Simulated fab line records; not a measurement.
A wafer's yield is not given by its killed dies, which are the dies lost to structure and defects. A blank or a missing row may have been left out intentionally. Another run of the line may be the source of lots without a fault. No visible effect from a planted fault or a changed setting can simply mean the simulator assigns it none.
Code-filled problem report in 8D (eight disciplines) form || flow n5 finfet || the parts of the form that need people (team, actions taken, sign-off) are left out

1. WHAT WENT WRONG
Wafers without a fault read 342.2 W, standard deviation 1.2; rf fwd power W at N5_BEOL_M10_VIA_ETCH_34 reads a mean of 259.9 W on 6 wafers belonging to 2 lots. That puts it -69 standard deviations away from the usual mean.
The step: etches SiCOH lowk in C4F6/O2, target depth 184.5 nm, time 69.2 s.
First seen on wafer L424.1, day 14 04:02, on rie diel-02. Wafers with a number at this step in the record: 30, from 10 lots. Rule for "out", or "out of limits": more than 4 standard deviations from the usual mean. Any other wafer with a number is counted as sound.

2. WHAT IT IS, WHAT IT ISN'T
{"question": "which readings at this step", "is": "rf fwd power W, rf vpp V", "is not": "drypump motor current A, mfc ar sccm, oes product au, showerhead plenum p Torr, throttle valve pct"}
{"question": "which lots", "is": "L422, L424", "is not": "L412, L413, L417, L418, L431, L432, L433, L434"}
{"question": "which wafers of those lots", "is": "all that have a number", "is not": "-"}
{"question": "read on which tools", "is": "rie diel-02", "is not": "rie diel-05, rie diel-06"}
{"question": "when", "is": "from day 14 04:02", "is not": "up to then (12 sound wafers); but 12 sound wafers of L431, L432, L433, L434 came after"}

3. WHAT RULES OUT EACH SUSPECT
Counting: any tool at a process step up to the reading is kept as a suspect provided that every lot that is out went through it and no sound lot did after the first of them.
- rie diel-05 at N5_BEOL_M10_DESCUM_16 (chemistry O2, time 7.9 s): ruled out as a lasting fault. Following L424 (day 14 01:21), the first lot on it that is out, the sound lots L431 were run on it.
- rie diel-02 at N5_BEOL_M10_VIA_ETCH_34 (etches SiCOH lowk in C4F6/O2, target depth 184.5 nm, time 69.2 s): kept. It ran every lot that is out, first L424 (day 14 04:02), and no sound lot after that; its last sound lot up to then is L418 (day 13 02:15). Its own readings are out on those wafers: rf fwd power W, rf vpp V.
Left after counting: rie diel-02 at N5_BEOL_M10_VIA_ETCH_34.

4. THE CAUSE (what the simulator had put in)
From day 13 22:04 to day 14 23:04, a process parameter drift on rie diel-02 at N5_BEOL_M10_VIA_ETCH_34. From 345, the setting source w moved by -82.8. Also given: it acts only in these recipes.
Only this tool survived the counting.

5. THE EFFECT CHAIN, in route order
Each row: a reading where the mean over the struck wafers with a number is more than 3 standard deviations away from the usual. Scope: only readings with a usual standard deviation given in the record; hours: median across lots of the time from each lot's start at the first step in this table that gives one to its start at this step; sigmas: change in usual standard deviations.
{"hours": 0, "step": "N5_BEOL_M10_VIA_ETCH_34", "reading": "rf fwd power W", "usual": "342.2 W", "on struck wafers": 259.9, "change": -82.3, "sigmas": -69}
{"hours": 0, "step": "N5_BEOL_M10_VIA_ETCH_34", "reading": "rf vpp V", "usual": "672 V", "on struck wafers": 770, "change": "+98", "sigmas": "+8.9"}
The process steps in it:
- N5_BEOL_M10_VIA_ETCH_34: etches SiCOH lowk in C4F6/O2, target depth 184.5 nm, time 69.2 s.

6. HOW IT WOULD HAVE BEEN CAUGHT EARLIER
6 hours passed between the start of the fault at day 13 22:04 and the first reading out of limits in this record, taken at day 14 04:02.
